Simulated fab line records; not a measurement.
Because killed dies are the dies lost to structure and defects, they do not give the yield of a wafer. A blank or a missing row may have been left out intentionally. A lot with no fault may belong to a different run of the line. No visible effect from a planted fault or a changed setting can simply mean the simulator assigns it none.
Chamber matching | flow n5-finfet | N5_BEOL_M12_ILD_DEP_00 on pecvd-04: 3 sister chambers
The step deposits SiOC from DEMS/O2, target thk 658.92 nm, time 130.7 s. 3 wafers are shown with their chamber, then 11 later ones without.

WAFERS WITH THEIR CHAMBER
wafer  | chamber | throttle-valve-pct (%)
L085.1 | 1       | 12.0
L093.5 | 2       | 11.7
L091.1 | 0       | 12.9

WAFERS WITHOUT THEIR CHAMBER
wafer  | throttle-valve-pct (%)
L091.2 | 12.3
L091.4 | 11.5
L090.4 | 12.4
L090.5 | 11.6
L090.6 | 12.5
L092.4 | 12.4
L092.5 | 11.7
L092.6 | 12.6
L095.1 | 11.6
L095.3 | 12.8
L095.5 | 12.5

WHICH CHAMBER EACH ONE RAN IN
wafer  | from the rows above          | in truth
L091.2 | can't be placed: 1 or 0 or 2 | 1
L091.4 | can't be placed: 2 or 1      | 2
L090.4 | can't be placed: 1 or 0 or 2 | 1
L090.5 | can't be placed: 2 or 1      | 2
L090.6 | can't be placed: 0 or 1 or 2 | 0
L092.4 | can't be placed: 1 or 0 or 2 | 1
L092.5 | can't be placed: 2 or 1      | 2
L092.6 | can't be placed: 0 or 1      | 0
L095.1 | can't be placed: 2 or 1      | 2
L095.3 | 0                            | 0
L095.5 | can't be placed: 0 or 1 or 2 | 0
Correctly placed: 1 of 11. Unplaceable from these rows: 10, with the true chamber sitting among the candidates in 10. Placed wrongly: 0.
How it was worked out, from the rows above alone: a wafer's distance from a chamber is the root of the sum, over the readings, of the square of ((its reading less the chamber's mean) divided by the reading's scatter). If the next closest chamber is less than 2 further off than the closest, the wafer can't be placed; otherwise it belongs to the closest. The mean given for a chamber averages the wafers shown for that chamber. The scatter: with one shown wafer a chamber, the root of the mean of the squares of how far each hidden wafer lies from its nearest shown one.
